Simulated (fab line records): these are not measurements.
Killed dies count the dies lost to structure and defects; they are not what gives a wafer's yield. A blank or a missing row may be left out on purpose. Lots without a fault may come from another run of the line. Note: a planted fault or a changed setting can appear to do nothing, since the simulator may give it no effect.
Chamber matching    flow n5-finfet    N5_FIN_SAQP_MANDREL_ETCH_58 on rie-si-03: 4 sister chambers
The step etches a-Si in HBr/Cl2, stops on SiNx, target depth 45 nm, bt time 10 s, time 27 s. 16 wafers are shown with their chamber, then 8 later ones without.

## EACH WAFER AND ITS CHAMBER
wafer   chamber  throttle-valve-pct (%)  drypump-motor-current-A (A)  oes-product-au (a.u.)
L074.2  0        35.9                    6.0                          0.717
L074.3  2        34.6                    5.5                          0.702
L074.4  1        35.8                    5.7                          0.710
L075.1  0        35.9                    6.0                          0.717
L075.3  2        34.6                    5.5                          0.693
L075.5  0        35.9                    6.0                          0.721
L082.1  1        35.8                    5.6                          0.688
L082.3  0        35.9                    6.0                          0.715
L082.6  1        35.8                    5.6                          0.701
L089.2  1        35.8                    5.7                          0.697
L089.3  0        35.8                    6.0                          0.719
L089.6  2        34.6                    5.5                          0.714
L092.1  0        35.8                    6.0                          0.717
L092.4  3        35.4                    6.1                          0.689
L092.6  0        35.9                    6.0                          0.714
L093.1  1        35.8                    5.7                          0.705

SIGNATURES (averages over the wafers above)
reading                  chamber 0  chamber 1  chamber 2  chamber 3  scatter within a chamber
throttle-valve-pct       35.871     35.800     34.600     35.400     0.0345
drypump-motor-current-A  6.000      5.660      5.500      6.100      0.0316
oes-product-au           0.71714    0.70020    0.70300    0.68900    0.00667
Rule: for a wafer and a chamber, the distance is found by dividing, reading by reading, the gap between the wafer's reading and the chamber's mean by the reading's scatter, squaring, summing and taking the root. The wafer belongs to the nearest chamber; if the next one is less than 2 further off, it can't be placed. How the scatter is found: for the shown wafers, subtract from each reading the mean of its chamber, square and add these, divide the total by (wafers less chambers), then take the root.

## WAFERS MISSING THEIR CHAMBER
wafer   throttle-valve-pct (%)  drypump-motor-current-A (A)  oes-product-au (a.u.)
L093.3  35.9                    6.1                          0.718
L093.5  34.6                    5.5                          0.704
L094.1  35.5                    6.1                          0.678
L094.2  34.6                    5.5                          0.707
L094.5  35.5                    6.1                          0.690
L095.2  35.5                    6.1                          0.690
L095.3  34.6                    5.5                          0.694
L095.5  35.8                    6.0                          0.725

## WHICH CHAMBER EACH WENT THROUGH
wafer   from the rows above  in truth
L093.3  0                    0
L093.5  2                    2
L094.1  3                    3
L094.2  2                    2
L094.5  3                    3
L095.2  3                    3
L095.3  2                    2
L095.5  0                    0
Correct placement for 8 of the 8. Not placeable from these rows: 0. Wrongly placed: 0.
